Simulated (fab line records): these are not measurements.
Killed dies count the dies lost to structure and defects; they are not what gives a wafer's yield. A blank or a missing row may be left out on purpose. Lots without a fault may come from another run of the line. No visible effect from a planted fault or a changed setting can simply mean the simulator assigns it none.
Matching of chambers	flow n5_finfet	rie_diel-01 running N5_HKMG_FIN_ETCH_67: 4 sister chambers
The step etches SOC in N2/H2, stops on TiN, target depth 388.9 nm. 4 wafers are shown with their chamber, then 8 later ones without.

WAFERS WITH THEIR CHAMBER
wafer	chamber	showerhead_plenum_p_Torr (Torr)
L088.5	1	2.70
L090.2	3	2.50
L090.5	0	2.53
L092.1	2	2.40

WAFERS WITH NO CHAMBER GIVEN
wafer	showerhead_plenum_p_Torr (Torr)
L092.4	2.53
L092.6	2.40
L094.2	2.53
L094.3	2.40
L094.4	2.49
L096.2	2.39
L096.3	2.69
L096.4	2.69

WHICH CHAMBER EACH ONE RAN IN
wafer	from the rows above	in truth
L092.4	0	0
L092.6	2	2
L094.2	0	0
L094.3	2	2
L094.4	3	3
L096.2	2	2
L096.3	1	1
L096.4	1	1
Correctly placed: 8 of 8. Left unplaced by these rows: 0. Placed wrongly: 0.
How it was worked out, from the rows above alone: a wafer's distance from a chamber is the root of the sum, over the readings, of the square of ((its reading less the chamber's mean) divided by the reading's scatter). The wafer belongs to the nearest chamber; if the next one is less than 2 further off, it can't be placed. A chamber's mean is the mean of its shown wafers. The scatter: with one shown wafer a chamber, the root of the mean of the squares of how far each hidden wafer lies from its nearest shown one.
